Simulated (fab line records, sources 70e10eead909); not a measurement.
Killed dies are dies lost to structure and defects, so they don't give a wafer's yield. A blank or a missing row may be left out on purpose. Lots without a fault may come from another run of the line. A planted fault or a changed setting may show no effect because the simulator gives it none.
A struck lot beside a sound one | flow nand_harc | 28 steps out of a route of 1302
Sound: wafers L926.3, L926.4, L926.6. Struck: wafers L915.2, L915.3, L915.5. The cause comes at the end.
At each step with rows: each side's tool, then ch and its chambers, then its first start. Under that, the readings that differ: sound wafers | struck wafers | difference of the means | sigmas: that difference in standard deviations of wafers without a fault.
alike: readings whose means differ by less than 2 such deviations, and words and numbers that are the same on both sides. not compared: withheld readings, readings that some wafer has no value for, bounds like >300 that may hide the same value, and numbers for which the record gives no deviation and whose values overlap.
The two part at a step that has a row with sigmas, a row that says differs or no value, or rows on one side only. Numbers that don't overlap but have no deviation are shown without sigmas and don't part them. A reading that every wafer of one side lacks parts them only if that side has two wafers or more.

first, 8 steps without rows for these wafers: NHARC_A_CHANNEL_HOLE_D1_EXPOSE_07 (exposes mask HOLE D1, target cd 100 nm); NHARC_A_CHANNEL_HOLE_D1_PEB_08 (peb time 65 s); NHARC_A_CHANNEL_HOLE_D1_DEVELOP_09 (develop time 35 s); NHARC_A_CHANNEL_HOLE_D1_DESCUM_15 (chemistry O2, time 3 s); NHARC_A_CHANNEL_HOLE_D1_ETCH_38 (etches the open film in CF4, target depth 39 nm, time 65 s); NHARC_A_CHANNEL_HOLE_D1_ETCH_39 (etches the open film in N2/H2, target depth 260 nm, time 325 s); NHARC_A_CHANNEL_HOLE_D1_ETCH_34 (etches the open film in CF4/CHF3, target depth 154 nm, time 77 s); NHARC_A_CHANNEL_HOLE_D1_ETCH_16 (etches the open film in O2/COS, target depth 3100 nm, time 806 s).
NHARC_A_CHANNEL_HOLE_D1_ETCH_19: etches the open film in C4F8/O2/Ar, time 34.5 s.
  sound on har_etch-01 ch 0,1, day 14 13:04; struck on har_etch-02 ch 0,1, day 10 04:59
  alike: drypump_motor_current_A, he_backside_leak_sccm, showerhead_plenum_p_Torr, throttle_valve_pct
  not compared: rf_hours_counter_h
then, 16 steps without rows for these wafers: NHARC_A_CHANNEL_HOLE_D1_ETCH_20 (etches the open film in C4F8/O2/Ar, time 361.9 s, target depth 1600 nm); NHARC_A_CHANNEL_HOLE_D1_ETCH_21 (etches the open film in C4F8/O2/Ar, time 514.3 s, target depth 1600 nm); NHARC_A_CHANNEL_HOLE_D1_ETCH_22 (etches the open film in C4F8/O2/Ar, time 666.7 s, target depth 1600 nm); NHARC_A_CHANNEL_HOLE_D1_ETCH_23 (etches the open film in C4F8/O2/Ar, time 819 s, target depth 1600 nm); NHARC_A_CHANNEL_HOLE_D1_ETCH_24 (etches the open film in C4F8/O2/Ar, time 906.2 s, target depth 1500 nm); NHARC_A_CHANNEL_HOLE_D1_ETCH_25 (etches the open film in C4F8/O2/Ar, time 1040.2 s, target depth 1500 nm); NHARC_A_CHANNEL_HOLE_D1_ETCH_26 (etches the open film in C4F8/O2/Ar, time 224.1 s, target depth 300 nm); NHARC_A_CHANNEL_HOLE_D1_ETCH_33 (etches the open film in C4F8/O2/Ar, time 90 s, target depth 400 nm); NHARC_A_CHANNEL_HOLE_D1_STRIP_41 (strips in N2/H2); NHARC_A_CHANNEL_HOLE_D1_STRIP_42 (strips in CF4/CHF3); NHARC_A_CHANNEL_HOLE_D1_STRIP_43 (strips in O2/COS); NHARC_A_CHANNEL_HOLE_D1_ETCH_44 (etches the open film in CF4/O2, target depth 140 nm, overetch 14 nm, time 77 s); NHARC_A_CHANNEL_HOLE_D1_STRIP_27 (strips in O2); NHARC_A_CHANNEL_HOLE_D1_PRECLEAN_28 (cleans in SC1); NHARC_A_CHANNEL_HOLE_D1_SRD_29; NHARC_A_CHANNEL_HOLE_D1_XSEM_31.
NHARC_A_CHANNEL_HOLE_D1_INSPECT_40:
  sound on defect_inspect-01, day 14 18:45; struck on defect_inspect-01, day 10 10:44
  reading          | sound     | struck      | difference | sigmas
  raw_defect_count | 114 81 56 | 758 791 775 | +691       | +29
then, 1 step without rows for these wafers: NHARC_A_CHANNEL_FILL_D1_PRECLEAN_00 (cleans in SC1).
-- the record jumps here: 15 days lie between the struck wafers' starts before and after (it left off in module A_CHANNEL_FILL_D1 and takes up again in module END, whose first step shown is number 1302 of the route) --
NHARC_END_SORT_01:
  sound on prober-01 ch 0, day 30 13:34; struck on prober-02 ch 0, day 25 19:57
  reading         | sound    | struck      | difference | sigmas
  killed_at_array | 60 51 61 | 108 123 127 | +62        | +4
  killed_dies     | 66 53 64 | 111 131 132 | +64        | +4
  alike: killed_at_other, killed_at_periphery, killed_open, killed_short

WHERE THEY PART
First at NHARC_A_CHANNEL_HOLE_D1_INSPECT_40; last, within this record, at NHARC_END_SORT_01.

WHY: what the simulator had put in
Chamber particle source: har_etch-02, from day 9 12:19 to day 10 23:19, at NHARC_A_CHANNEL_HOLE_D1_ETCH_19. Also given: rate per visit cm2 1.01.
